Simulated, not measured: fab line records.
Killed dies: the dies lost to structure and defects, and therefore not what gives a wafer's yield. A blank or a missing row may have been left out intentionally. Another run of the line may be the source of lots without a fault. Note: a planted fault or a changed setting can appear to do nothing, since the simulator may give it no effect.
Which of the tools did it? || flow nand harc || 13 lots, 38 wafers sampled, at 1 step of a route of 1159

WHAT THE GAUGES READ, wafer by wafer
NHARC_A_M1_OVL_MEAS_10: pitch 240 nm.
{"lot": "L483", "measured": "day 17 22:19", "on": "overlay-01", "overlay x nm (nm)": "-0.7 0.1 -0.3", "overlay y nm (nm)": "0.6 0.9 1.1"}
{"lot": "L482", "measured": "day 18 04:13", "on": "overlay-01", "overlay x nm (nm)": "1.0 0.9 0.8", "overlay y nm (nm)": "1.2 0.8 1.3"}
{"lot": "L486", "measured": "day 18 04:56", "on": "overlay-01", "overlay x nm (nm)": "0.8 1.5 0.9", "overlay y nm (nm)": "0.8 0.4 0.0"}
{"lot": "L487", "measured": "day 18 14:56", "on": "overlay-01", "overlay x nm (nm)": "1.4 0.0 1.0", "overlay y nm (nm)": "-2.2 -1.6 -1.3"}
{"lot": "L484", "measured": "day 18 20:47", "on": "overlay-02", "overlay x nm (nm)": "1.0 1.0 1.5", "overlay y nm (nm)": "-0.3 0.0 -0.3"}
{"lot": "L488", "measured": "day 19 09:53", "on": "overlay-02", "overlay x nm (nm)": "-0.1 -0.8 -0.8", "overlay y nm (nm)": "0.1 0.2 0.0"}
{"lot": "L489", "measured": "day 19 16:12", "on": "overlay-01", "overlay x nm (nm)": "1.1 0.3 0.5", "overlay y nm (nm)": "0.5 1.2 0.7"}
{"lot": "L490", "measured": "day 20 08:32", "on": "overlay-01", "overlay x nm (nm)": "-1.1 -0.8", "overlay y nm (nm)": "0.3 1.0"}
{"lot": "L494", "measured": "day 21 20:18", "on": "overlay-02", "overlay x nm (nm)": "-0.7 -0.5 -0.7", "overlay y nm (nm)": "-0.5 -0.6 -0.2"}
{"lot": "L499", "measured": "day 21 21:23", "on": "overlay-02", "overlay x nm (nm)": "1.1 1.3 0.6", "overlay y nm (nm)": "1.5 1.4 1.4"}
{"lot": "L500", "measured": "day 21 21:33", "on": "overlay-01", "overlay x nm (nm)": "-0.8 -1.0 -1.0", "overlay y nm (nm)": "-0.6 -0.6 -0.9"}
{"lot": "L502", "measured": "day 22 11:23", "on": "overlay-01", "overlay x nm (nm)": "0.5 0.5 0.8", "overlay y nm (nm)": "-0.1 -0.4 -0.2"}
{"lot": "L501", "measured": "day 23 01:47", "on": "overlay-02", "overlay x nm (nm)": "0.7 0.3 1.1", "overlay y nm (nm)": "0.4 -0.6 -0.5"}

TOOL THAT RAN EACH LOT (tool first, then ch and the chambers of the sampled wafers, then the start)
Before these readings, the record contains no process step.

AS READ BY THE TOOLS THEMSELVES (means over the sampled wafers that have a number; for cases with no such wafer, the mark the record gives instead)
The record holds no such reading with a usual standard deviation.

THE ANSWER, worked out from the rows above alone
Rule: the usual values come from the lots themselves. The widest of any qualifying gaps counts: lots, ordered by their means at a reading, are off when they make up no more than a third of the lots, leave a main group of 4 or more, and stand apart from it by 3 or more times the standard deviation of that group's means. If all means in a main group match to the digits the tables above print for the reading, that group is not used. Also off: a lot with no number at a reading for which 4 or more lots have one. Any other lot the step has rows for is counted as sound. First the gauges in route order, then the tools' own readings, where a lot's mean is used as printed above. The first step at which some lot is off is used, and at that step the reading that is off furthest; a lot without a number counts as furthest.
No lot is off at any reading shown: from this, nothing can be told.

WHAT HAD BEEN PUT IN BY THE SIMULATOR
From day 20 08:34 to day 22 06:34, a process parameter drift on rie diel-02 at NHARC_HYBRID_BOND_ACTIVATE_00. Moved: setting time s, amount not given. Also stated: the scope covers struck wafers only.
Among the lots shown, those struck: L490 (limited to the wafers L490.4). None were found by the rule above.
